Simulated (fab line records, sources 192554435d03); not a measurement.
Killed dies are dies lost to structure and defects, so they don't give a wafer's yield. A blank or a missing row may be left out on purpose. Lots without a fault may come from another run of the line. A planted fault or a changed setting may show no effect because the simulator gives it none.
Chamber matching | flow n5_finfet | N5_BEOL_M11_CURE_72 on uv_cure-01: 3 sister chambers
The step cures SiCOH lowk, time 120 s. 3 wafers are shown with their chamber, then 12 later ones without.

WAFERS WITH THEIR CHAMBER
wafer  | chamber | lamp_power_pct (%)
L080.6 | 1       | 52.34
L083.6 | 0       | 52.23
L094.5 | 2       | 52.23

WAFERS WITHOUT THEIR CHAMBER
wafer  | lamp_power_pct (%)
L094.2 | 52.33
L094.3 | 52.32
L094.6 | 52.31
L096.1 | 52.32
L096.2 | 52.26
L096.4 | 52.37
L096.3 | 52.29
L096.5 | 52.23
L096.6 | 52.27
L097.3 | 52.22
L097.5 | 52.28
L097.6 | 52.45

WHICH CHAMBER EACH WENT THROUGH
wafer  | from the rows above          | in truth
L094.2 | 1                            | 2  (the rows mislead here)
L094.3 | can't be placed: 1 or 0 or 2 | 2
L094.6 | can't be placed: 1 or 0 or 2 | 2
L096.1 | can't be placed: 1 or 0 or 2 | 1
L096.2 | can't be placed: 0 or 2 or 1 | 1
L096.4 | 1                            | 1
L096.3 | can't be placed: 1 or 0 or 2 | 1
L096.5 | can't be placed: 0 or 2      | 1
L096.6 | can't be placed: 0 or 2 or 1 | 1
L097.3 | can't be placed: 0 or 2      | 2
L097.5 | can't be placed: 0 or 2 or 1 | 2
L097.6 | 1                            | 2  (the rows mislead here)
Placed correctly: 1 of 12. Can't be placed from these rows: 9 (the true chamber is among the candidates in 8). Placed wrongly: 2.
How it was worked out, from the rows above alone: a wafer's distance from a chamber is the root of the sum, over the readings, of the square of ((its reading less the chamber's mean) divided by the reading's scatter). The wafer belongs to the nearest chamber; if the next one is less than 2 further off, it can't be placed. A chamber's mean is the mean of its shown wafers. The scatter: with one shown wafer a chamber, the root of the mean of the squares of how far each hidden wafer lies from its nearest shown one.
